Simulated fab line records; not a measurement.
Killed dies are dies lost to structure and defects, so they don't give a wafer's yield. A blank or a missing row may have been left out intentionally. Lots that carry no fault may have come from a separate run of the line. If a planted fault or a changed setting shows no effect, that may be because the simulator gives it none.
fab line records ; flow n5_finfet
record: lots: 9; wafers: 25; last_day: 20
route steps=1938 shown MOL_CONTACT_COAG@608 BEOL_M0_SAQP@635 BEOL_M0@715 BEOL_M4@1111
lots with no fault: from the same line, run without faults
start_h: hours from the record's opening day to when the first of the lot's shown wafers began ; wait_h: hours since the lot's step before ; " the same as in the row above ; L1.1+2: a single row standing in for several wafers ; - value missing, or start not given ; * or withheld: withheld ; < > ~ a bound
route shown NAME@n: names a module that has steps shown in the file, with the first one's number in the route ; usual: mean/standard deviation taken from wafers without a fault ; same: alike in all rows ; chamber/n: place in a boat ; sites: each site's reading ; _std_site: the values' standard deviation ; _edge_site: inner sites' mean taken away from outer sites' mean ; radius_mm: for every site, how far away it sits from the centre of the wafer ; mask NAME#n: copy n ; behind: tool/chamber where the wafer was last shaped ; hold: reason for holding the lot/hours on hold/outcome of the hold ; device: names the non-switching transistor (n, p or np) ; end of line: at the end of the route, the tests of the same wafers ; a step with no rows: only its recipe ; killed: count of dies lost to structure and defects at first sort (not the wafer's yield) ; map: shows each die of a wafer: x if killed, . if not, _ if none is there
set.NAME: the setting that was run; set.NAME@STEP: the one run at that earlier step ; model.NAME: the simulator's own value behind a step, which no gauge read
a sample of lots followed through the steps of the route, with each step as a table and each wafer as a row
services: from which hour (start_h, from the record's first day; less than 0 if before it) a tool's chamber was out of use, for how many hours, and why
== steps ==
step: N5_MOL_CONTACT_COAG_ALD_133
recipe: material: SiO2; target_thk_a: 50; temp_c: 100; ald_precursor_family: BDEAS; ald_co_reactant: O2-plasma; pulse_time_s: 1; co_reactant_pulse_time_s: 1; purge_time_s: 2; co_reactant_purge_time_s: 2; ald_cycles: 35; pressure_torr: 2
usual: heater_power_w: 74/8; precursor_pulse_height_rel: 1.002/0.019
same: ald_cycles: 35; co_reactant_pulse_time_s: 1; pulse_time_s: 1
lot.wafer;tool;chamber;start_h;wait_h;heater_power_w;precursor_pulse_height_rel
L608.3;ald_sin-03;0;100.96;0.1;59;1.024
L608.4;ald_sin-03;2;100.96;0.1;89;0.991
L608.6;ald_sin-03;0;100.96;0.1;57;1.032
L609.1;ald_sin-04;2;104.01;0.1;78;1.010
L609.3;ald_sin-04;1;104.01;0.1;64;0.982
L609.6;ald_sin-04;2;104.01;0.1;76;1.002
L612.2;ald_sin-01;1;127.14;0.1;91;1.029
L612.4;ald_sin-01;0;127.14;0.1;78;0.956
L612.6;ald_sin-01;2;127.14;0.1;73;1.007
L616.2;ald_sin-04;2;151.89;0.1;78;1.032
L616.5;ald_sin-04;1;151.89;0.1;66;0.972
L616.6;ald_sin-04;2;151.89;0.1;78;0.978
L621.2;ald_sin-04;3;177.84;0.1;70;1.015
L621.5;ald_sin-04;0;177.84;0.1;77;0.991
L622.5;ald_sin-04;1;179.97;0.2;65;1.035
L622.6;ald_sin-04;2;179.97;0.2;79;1.010
L624.2;ald_sin-04;1;191.78;0.5;66;1.012
L624.4;ald_sin-04;2;191.78;0.5;76;0.985
L624.5;ald_sin-04;0;191.78;0.5;74;0.992
L625.1;ald_sin-04;0;200.21;0.2;77;1.012
L625.2;ald_sin-04;1;200.21;0.2;64;0.990
L625.4;ald_sin-04;2;200.21;0.2;77;1.019
L630.2;ald_sin-04;1;230.91;0.1;64;0.983
L630.3;ald_sin-04;2;230.91;0.1;79;1.038
L630.4;ald_sin-04;3;230.91;0.1;70;0.985
step: N5_MOL_CONTACT_COAG_ETCHBACK_136
recipe: chemistry: CHF3; target: SiO2; target_depth_a: 250; time_s: 16.7; ion_energy_ev: 200; pressure_mtorr: 30; source_w: 610; bias_w: 170; Ar_flow_sccm: 200; CHF3_flow_sccm: 50
usual: drypump_motor_current_A: 5.5/0.48; mfc_ar_sccm: 200.0/0.6; oes_ar_750_au: 0.79/0.077; oes_product_au: 0.79/0.081; rf_vpp_V: 526/15; showerhead_plenum_p_Torr: 2.38/0.058; throttle_valve_pct: 18.55/0.17
lot.wafer;tool;chamber;start_h;wait_h;drypump_motor_current_A;mfc_ar_sccm;oes_ar_750_au;oes_product_au;rf_hours_counter_h;rf_vpp_V;showerhead_plenum_p_Torr;throttle_valve_pct
L608.3;rie_diel-04;2;101.40;0.0;4.9;199.7;0.75;0.76;118;541;2.40;18.29
L608.4;rie_diel-04;1;101.40;0.0;6.3;200.3;0.92;0.95;11;548;2.45;18.78
L608.6;rie_diel-04;2;101.40;0.0;4.9;199.8;0.75;0.77;-;544;2.40;18.30
L609.1;rie_diel-05;2;104.32;0.0;5.4;199.7;0.80;0.78;117;535;2.42;18.44
L609.3;rie_diel-05;3;104.32;0.0;5.2;199.4;0.65;0.65;250;541;2.34;18.82
L609.6;rie_diel-05;0;104.32;0.0;5.3;199.7;0.79;0.81;-;527;2.41;18.59
L612.2;rie_diel-05;3;127.46;0.0;5.2;199.5;0.98;1.00;2;542;2.34;18.41
L612.4;rie_diel-05;2;127.46;0.0;5.4;200.4;0.79;0.79;121;533;2.41;18.45
L612.6;rie_diel-05;2;127.46;0.0;5.4;199.8;0.79;0.79;-;534;2.41;18.45
L616.2;rie_diel-05;0;152.19;0.0;5.3;199.6;0.78;0.79;94;527;2.41;18.60
L616.5;rie_diel-05;3;152.19;0.0;5.3;200.8;0.95;0.96;-;542;2.34;18.41
L616.6;rie_diel-05;0;152.19;0.0;5.3;200.0;0.78;0.79;-;526;2.40;18.62
L621.2;rie_diel-01;0;178.18;0.0;5.5;200.6;0.71;0.72;188;536;2.38;18.80
L621.5;rie_diel-01;0;178.18;0.0;5.5;199.4;0.71;0.71;-;538;2.38;18.80
L622.5;rie_diel-04;1;180.21;0.0;6.3;199.6;0.87;0.89;-;547;2.44;18.82
L622.6;rie_diel-04;2;180.21;0.0;4.9;201.0;0.74;0.75;-;542;2.39;18.33
L624.2;rie_diel-01;1;192.09;0.0;5.0;199.9;0.75;0.73;161;532;2.48;18.68
L624.4;rie_diel-01;3;192.09;0.0;5.6;200.5;0.86;0.84;61;504;2.32;18.31
L624.5;rie_diel-01;0;192.09;0.0;5.5;200.5;0.71;0.71;-;538;2.38;18.82
L625.1;rie_diel-05;3;200.52;0.0;5.3;200.4;0.93;0.93;20;542;2.33;18.44
L625.2;rie_diel-05;2;200.52;0.0;5.4;202.1;0.78;0.77;141;534;2.41;18.48
L625.4;rie_diel-05;1;200.52;0.0;6.4;199.3;0.85;0.86;38;506;2.34;18.42
L630.2;rie_diel-05;3;231.22;0.0;5.3;200.8;0.90;0.91;31;542;2.33;18.46
L630.3;rie_diel-05;0;231.22;0.0;5.3;200.7;0.76;0.78;114;527;2.40;18.64
L630.4;rie_diel-05;2;231.22;0.0;5.4;200.4;0.77;0.76;152;533;2.40;18.48
step: N5_MOL_CONTACT_COAG_THK_MEAS_53
recipe: reads: SiO2_of_MOL_CONTACT_COAG_PECVD_31
usual: VIA_MOL_THK: 43.8/0.74
lot.wafer;tool;chamber;start_h;wait_h;VIA_MOL_THK[nm]
L608.3;film_metro-01;-;102.56;-;43.5
L608.4;film_metro-01;-;102.56;-;45.0
L608.6;film_metro-01;-;102.56;-;45.6
L609.1;film_metro-02;-;105.45;-;44.1
L609.3;film_metro-02;-;105.45;-;42.5
L609.6;film_metro-02;-;105.45;-;44.3
L612.2;film_metro-01;-;129.11;-;42.9
L612.4;film_metro-01;-;129.11;-;43.2
L612.6;film_metro-01;-;129.11;-;43.5
L616.2;film_metro-01;-;153.36;-;42.8
L616.5;film_metro-01;-;153.36;-;45.4
L616.6;film_metro-01;-;153.36;-;43.6
L621.2;film_metro-02;-;179.31;-;43.6
L621.5;film_metro-02;-;179.31;-;44.9
L622.5;film_metro-01;-;181.45;-;43.7
L622.6;film_metro-01;-;181.45;-;44.2
L624.2;film_metro-01;-;193.23;-;42.2
L624.4;film_metro-01;-;193.23;-;43.8
L624.5;film_metro-01;-;193.23;-;43.6
L625.1;film_metro-01;-;201.68;-;45.1
L625.2;film_metro-01;-;201.68;-;42.7
L625.4;film_metro-01;-;201.68;-;45.8
L630.2;film_metro-01;-;232.39;-;43.8
L630.3;film_metro-01;-;232.39;-;43.4
L630.4;film_metro-01;-;232.39;-;44.4
step: N5_BEOL_M0_SAQP_PECVD_03
recipe: material: SiCN; target_thk_a: 120; temp_c: withheld; precursor: 3MS/NH3; pressure_torr: 3; rf_w: 202; time_s: 21.1
usual: run_length_s: 51.4/0.53; showerhead_plenum_p_Torr: 3.662/0.013; throttle_valve_pct: 9.0/0.59
lot.wafer;tool;chamber;start_h;wait_h;run_length_s;showerhead_plenum_p_Torr;throttle_valve_pct
L608.3;pecvd-03;0;106.17;0.1;51.3;3.671;8.9
L608.4;pecvd-03;0;106.17;0.1;50.7;3.655;8.8
L608.6;pecvd-03;2;106.17;0.1;51.0;3.648;8.4
L609.1;pecvd-01;2;109.16;0.1;51.5;3.638;8.6
L609.3;pecvd-01;2;109.16;0.1;51.2;3.644;8.4
L609.6;pecvd-01;2;109.16;0.1;51.8;3.643;8.8
L612.2;pecvd-01;0;132.69;0.1;51.7;3.653;9.5
L612.4;pecvd-01;2;132.69;0.1;51.0;3.642;8.5
L612.6;pecvd-01;0;132.69;0.1;51.8;3.646;9.7
L616.2;pecvd-03;2;158.97;0.1;51.9;3.649;8.2
L616.5;pecvd-03;1;158.97;0.1;52.3;3.659;9.6
L616.6;pecvd-03;0;158.97;0.1;50.7;3.672;8.8
L621.2;pecvd-03;0;182.92;0.1;51.3;3.673;8.8
L621.5;pecvd-03;2;182.92;0.1;57.5;3.649;8.2
L622.5;pecvd-03;1;186.24;0.0;58.4;3.673;9.6
L622.6;pecvd-03;2;186.24;0.0;51.6;3.656;8.4
L624.2;pecvd-03;0;201.00;0.1;50.7;3.662;8.7
L624.4;pecvd-03;2;201.00;0.1;57.8;3.646;8.4
L624.5;pecvd-03;1;201.00;0.1;58.1;3.663;9.5
L625.1;pecvd-01;1;205.27;0.1;51.3;3.666;9.4
L625.2;pecvd-01;0;205.27;0.1;51.4;3.640;9.4
L625.4;pecvd-01;1;205.27;0.1;51.5;3.669;9.3
L630.2;pecvd-01;2;239.08;0.1;51.2;3.637;8.4
L630.3;pecvd-01;1;239.08;0.1;51.0;3.683;9.1
L630.4;pecvd-01;2;239.08;0.1;51.4;3.635;8.6
step: N5_BEOL_M0_ETCH_138
recipe: chemistry: CH3F/O2; target_depth_a: 120; target: SiCN; time_s: 31.6; ion_energy_ev: 120; pressure_mtorr: 30; source_w: 395; bias_w: 75; Ar_flow_sccm: 150; CH3F_flow_sccm: 30; O2_flow_sccm: 20; ends: cleared
usual: drypump_motor_current_A: 5.6/0.5; etch_rf_on_time_s: 28.7/0.92; mfc_ar_sccm: 149.9/0.46; oes_product_au: 0.66/0.069; rf_vpp_V: 297.2/1.4; showerhead_plenum_p_Torr: 2.00/0.052; throttle_valve_pct: 16.19/0.2
lot.wafer;tool;chamber;start_h;wait_h;drypump_motor_current_A;etch_rf_on_time_s;mfc_ar_sccm;oes_product_au;rf_hours_counter_h;rf_vpp_V;showerhead_plenum_p_Torr;throttle_valve_pct
L608.3;rie_diel-04;1;112.58;0.0;6.4;26.1;150.6;0.80;14;298.9;2.05;16.28
L608.4;rie_diel-04;3;112.58;0.0;6.5;28.4;149.7;0.62;189;298.9;2.06;16.09
L608.6;rie_diel-04;0;112.58;0.0;5.7;28.7;150.2;0.60;-;298.4;2.00;16.36
L609.1;rie_diel-04;3;115.80;0.0;6.5;28.6;149.9;0.62;190;298.9;2.06;16.09
L609.3;rie_diel-04;1;115.80;0.0;6.3;28.2;148.9;0.80;14;297.6;2.05;16.27
L609.6;rie_diel-04;2;115.80;0.0;4.9;30.0;150.3;0.65;-;297.1;2.02;15.95
L612.2;rie_diel-05;3;139.51;0.0;5.2;27.9;149.4;0.83;6;297.3;1.97;15.98
L612.4;rie_diel-05;1;139.51;0.0;6.4;29.0;150.6;0.77;22;297.8;1.97;15.93
L612.6;rie_diel-05;2;139.51;0.0;5.4;26.9;149.1;0.67;-;296.2;2.03;16.06
L616.2;rie_diel-01;3;165.76;0.0;5.6;28.1;149.9;0.73;53;297.1;1.94;15.88
L616.5;rie_diel-01;3;165.76;0.0;5.6;28.8;150.0;0.72;-;297.3;1.94;15.87
L616.6;rie_diel-01;0;165.76;0.0;5.5;29.0;149.9;0.61;-;295.7;2.01;16.45
L621.2;rie_diel-01;1;189.81;0.0;5.1;29.0;150.6;0.64;161;298.1;2.09;16.28
L621.5;rie_diel-01;1;189.81;0.0;5.1;32.0;150.1;0.63;-;299.6;2.09;16.29
L622.5;rie_diel-05;3;192.81;0.0;5.2;31.7;150.4;0.80;-;295.7;1.96;15.99
L622.6;rie_diel-05;0;192.81;0.0;5.3;28.6;149.4;0.68;-;298.3;2.02;16.19
L624.2;rie_diel-01;2;207.62;0.0;5.2;29.2;149.0;0.59;238;294.3;1.91;16.30
L624.4;rie_diel-01;1;207.62;0.0;5.0;32.1;150.4;0.63;167;298.6;2.09;16.31
L624.5;rie_diel-01;0;207.62;0.0;5.5;31.5;149.7;0.61;-;295.9;2.00;16.47
L625.1;rie_diel-05;3;212.18;0.0;5.2;27.4;150.4;0.80;24;295.9;1.96;16.02
L625.2;rie_diel-05;1;212.18;0.0;6.4;27.7;150.0;0.72;42;296.6;1.96;15.96
L625.4;rie_diel-05;2;212.18;0.0;5.4;27.3;149.5;0.66;145;297.4;2.02;16.10
L630.2;rie_diel-01;1;246.71;0.0;5.0;28.6;151.0;0.62;184;298.1;2.08;16.33
L630.3;rie_diel-01;3;246.71;0.0;5.7;28.9;150.0;0.69;81;295.5;1.94;15.94
L630.4;rie_diel-01;1;246.71;0.0;5.0;29.5;150.4;0.61;-;298.8;2.08;16.32
step: N5_BEOL_M4_RC_MEAS_101
usual: DIBL_N: 37.1/2.6; DIBL_P: 38/3; IOFF_N: 0.18/0.052; IOFF_P: 0.25/0.06; ION_N: 678/15; ION_P: 467/8.6; SS_N: 71.7/0.73; SS_P: 73.7/0.89; VT_N: 249/4.3; VT_P: -248/3.8
lot.wafer;tool;chamber;start_h;wait_h;DIBL_N[mV/V];DIBL_P[mV/V];IOFF_N[nA/um];IOFF_P[nA/um];ION_N[uA/um];ION_P[uA/um];SS_N[mV/dec];SS_P[mV/dec];VT_N[mV];VT_P[mV]
L609.1;prober-02;0;228.07;0.0;34.6;36;0.13;0.18;657;448;70.1;72.9;253;-255
L609.3;prober-02;0;228.07;0.0;40.1;42;0.26;0.29;688;468;72.2;74.8;242;-245
L609.6;prober-02;0;228.07;0.0;36.5;38;0.17;0.22;667;459;72.0;72.7;249;-251
L608.3;prober-01;0;231.10;0.3;33.4;34;0.13;0.20;648;455;72.0;72.2;254;-247
L608.4;prober-01;0;231.10;0.3;32.1;32;0.12;0.16;659;458;70.9;71.6;253;-252
L608.6;prober-01;0;231.10;0.3;32.3;33;0.10;0.17;648;454;70.4;71.5;260;-251
L612.2;prober-02;0;282.47;0.2;40.6;39;0.20;0.30;661;466;73.0;74.1;248;-244
L612.4;prober-02;0;282.47;0.2;38.6;38;0.19;0.30;674;477;71.6;74.0;247;-243
L612.6;prober-02;0;282.47;0.2;39.5;37;0.19;0.26;692;475;71.4;73.9;248;-247
L616.2;prober-02;0;285.15;0.2;40.1;41;0.23;0.33;688;477;71.7;74.0;246;-242
L616.5;prober-02;0;285.15;0.2;41.5;40;0.26;0.32;700;475;73.2;74.5;243;-243
L616.6;prober-02;0;285.15;0.2;40.5;39;0.26;0.30;686;470;71.8;74.3;242;-246
L622.5;prober-02;0;316.66;0.6;38.2;39;0.21;0.25;687;465;71.8;73.8;247;-250
L622.6;prober-02;0;316.66;0.6;38.4;41;0.22;0.30;685;471;72.6;74.4;246;-246
L621.2;prober-02;0;323.27;0.2;36.4;36;0.15;0.20;684;466;71.6;73.5;252;-252
L621.5;prober-02;0;323.27;0.2;35.0;33;0.13;0.17;664;455;71.5;72.6;257;-254
L625.1;prober-02;0;326.89;0.0;36.8;38;0.15;0.25;675;469;71.2;73.1;253;-245
L625.2;prober-02;0;326.89;0.0;37.6;39;0.18;0.29;680;478;71.5;73.6;247;-245
L625.4;prober-02;0;326.89;0.0;42.1;43;0.30;0.40;712;482;72.6;75.5;241;-240
L624.2;prober-01;0;342.59;0.2;38.9;39;0.21;0.29;685;470;72.4;73.9;247;-243
L624.4;prober-01;0;342.59;0.2;38.1;40;0.19;0.34;683;478;72.1;73.0;246;-242
L624.5;prober-01;0;342.59;0.2;40.2;41;0.25;0.35;692;478;72.4;74.0;243;-241
L630.2;prober-02;0;367.82;0.2;36.5;39;0.19;0.26;704;484;71.2;74.6;244;-243
L630.3;prober-02;0;367.82;0.2;37.0;39;0.19;0.26;674;462;72.0;73.8;248;-248
L630.4;prober-02;0;367.82;0.2;38.3;41;0.23;0.30;700;477;71.3;74.7;245;-248
== services ==
tool;chamber;start_h;hours;kind
ald_sin-01;-;84.30;2.7;repair
ald_sin-04;-;85.52;14.0;pm
pecvd-01;0;99.05;20.3;repair
ald_sin-01;2;103.47;10.7;repair
rie_diel-05;3;105.73;-;clean
rie_diel-05;3;105.73;-;consumable_replace:focus_ring
rie_diel-05;3;105.73;15.2;scheduled_down
rie_diel-01;1;110.94;3.2;repair
rie_diel-01;-;123.84;1.0;repair
rie_diel-04;0;130.04;8.7;repair
ald_sin-04;2;143.47;6.2;repair
rie_diel-01;-;147.93;0.5;repair
rie_diel-05;-;177.06;2.8;pm
ald_sin-01;1;183.74;3.1;repair
rie_diel-05;-;188.93;0.2;repair
rie_diel-04;3;206.48;9.8;repair
rie_diel-01;0;208.40;5.3;repair
rie_diel-05;-;208.65;0.6;repair
rie_diel-01;3;226.33;4.3;repair
ald_sin-03;1;226.83;9.6;repair
ald_sin-04;0;229.62;4.6;repair
rie_diel-05;1;232.14;1.4;repair
pecvd-03;2;238.13;4.2;repair
ald_sin-01;-;243.64;0.3;repair
== key ==
first_sign: step: N5_BEOL_M0_SAQP_PECVD_03; reading: run_length_s; direction: up; sigmas: 12; usual: *; struck: *
effect: step: N5_BEOL_M0_ETCH_138; reading: etch_rf_on_time_s; direction: up; sigmas: 3.5; usual: *; struck: *
met_at N5_BEOL_M0_SAQP_PECVD_03
struck_lots L621,L622,L624
struck_wafers L621.5,L622.5,L624.4,L624.5
not_acting_at N5_MOL_CONTACT_COAG_ALD_133,N5_MOL_CONTACT_COAG_ETCHBACK_136,N5_MOL_CONTACT_COAG_THK_MEAS_53
onset_between 158.97 182.92
fault: kind: process_parameter_drift; tool: pecvd-03; chamber: -; onset_h: 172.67; steps: N5_BEOL_M0_SAQP_PECVD_03; channel: time_s; offset: *; shape: step; end_h: 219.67; scope: struck_wafers_only; acts_in: *; stated: *
